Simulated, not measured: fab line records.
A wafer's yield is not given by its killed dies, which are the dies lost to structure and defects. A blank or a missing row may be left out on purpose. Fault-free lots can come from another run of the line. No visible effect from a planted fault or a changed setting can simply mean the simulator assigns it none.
One fault seen from 3 desks :: flow nandHarc :: what lay behind the numbers comes last; until then each desk has only its own

THE DEFECT DESK
Lot by lot, what the route's inspections counted, given as the mean of those sampled wafers with a number. A lot is out of limits, marked OUT, if its mean lies more than 4 standard deviations from the usual mean; the brackets give that distance.
Columns: A = rawDefectCount at NHARC_P_STI_INSPECT_25, usual 209
lot: L736
first seen here: day 3 18:35
A: 139

lot: L737
first seen here: day 3 23:19
A: 201

lot: L740
first seen here: day 4 13:48
A: 285

lot: L742
first seen here: day 5 03:53
A: 197

lot: L746
first seen here: day 6 07:56
A: 167

lot: L748
first seen here: day 7 01:14
A: 178

lot: L749
first seen here: day 7 05:03
A: 251

lot: L754
first seen here: day 8 02:11
A: 175

lot: L755
first seen here: day 8 10:21
A: 284

lot: L756
first seen here: day 8 17:39
A: 157

lot: L757
first seen here: day 9 01:46
A: 243

lot: L758
first seen here: day 9 01:46
A: 190

lot: L759
first seen here: day 9 07:57
A: 171
This desk found nothing out of limits on any of the 13 lots.

FROM THE METROLOGY DESK
Lot by lot, what the gauges showed, no matter which tool ran the lot: averages of those sampled wafers that carry a number. A lot is out of limits, marked OUT, if its mean lies more than 4 standard deviations from the usual mean; the brackets give that distance.
Columns: A = cdNm at NHARC_P_STI_CD_MEAS_09, usual 200.0 nm
lot: L736
first seen here: day 2 07:40
A: 200.3

lot: L737
first seen here: day 2 18:35
A: 198.4

lot: L740
first seen here: day 3 12:13
A: 126.4 (-41) OUT

lot: L742
first seen here: day 3 20:19
A: 126.5 (-41) OUT

lot: L746
first seen here: day 4 22:50
A: 134.4 (-36) OUT

lot: L748
first seen here: day 5 12:32
A: 200.0

lot: L749
first seen here: day 5 19:34
A: 201.4

lot: L754
first seen here: day 6 22:36
A: 199.8

lot: L755
first seen here: day 7 04:50
A: 200.7

lot: L756
first seen here: day 7 11:31
A: 200.8

lot: L758
first seen here: day 7 19:36
A: 200.2

lot: L757
first seen here: day 7 19:46
A: 198.2

lot: L759
first seen here: day 8 04:48
A: 199.6
Finding of this desk: L740, L742, L746 out of limits; the first was L740 at day 3 12:13, on cdNm at NHARC_P_STI_CD_MEAS_09. Within limits: L736, L737, L748, L749, L754, L755, L756, L758, L757, L759.

TOOL OWNER'S DESK, lithoTrack-02
The tool's own readings at NHARC_P_STI_PEB_07 (peb time 80 s): means of the sampled wafers that have a number, for each lot that ran on this tool. A lot is out of limits, marked OUT, if its mean lies more than 4 standard deviations from the usual mean; the brackets give that distance.
Columns: A = heaterPowerTotalW at NHARC_P_STI_PEB_07, usual 189.8 W; B = plateTempC at NHARC_P_STI_PEB_07, usual 128.01 C
lot: L737
first seen here: day 2 18:30
A: 189.1
B: 128.07

lot: L740
first seen here: day 3 12:07
A: 176.7 (-17) OUT
B: 121.17 (-46) OUT

lot: L742
first seen here: day 3 20:14
A: 176.8 (-17) OUT
B: 121.31 (-45) OUT

lot: L746
first seen here: day 4 22:44
A: 177.2 (-17) OUT
B: 121.23 (-45) OUT

lot: L757
first seen here: day 7 19:41
A: 189.9
B: 127.99
Finding of this desk: L740, L742, L746 out of limits; the first was L740 at day 3 12:07, on heaterPowerTotalW at NHARC_P_STI_PEB_07. Within limits: L737, L757.

BROUGHT TOGETHER
At day 3 12:07, on L740, L742, L746, the tool owner's desk was in a position to raise an alarm.
On L740, L742, L746, the metrology desk was in a position to raise an alarm at day 3 12:13.
No out-of-limits result turned up at the defect desk.
The defect desk has L740, L742, L746 on record, within its limits.
On lithoTrack-02, each named lot ran NHARC_P_STI_PEB_07.

WHAT WAS PUT IN BY THE SIMULATOR
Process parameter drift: lithoTrack-02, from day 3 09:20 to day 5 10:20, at NHARC_P_STI_PEB_07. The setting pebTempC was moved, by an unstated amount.
Lots struck among those shown: L740, L742, L746.
Counting hours from when the fault started, the first reading out of limits came at 3 for the tool owner's desk and at 3 for the metrology desk.
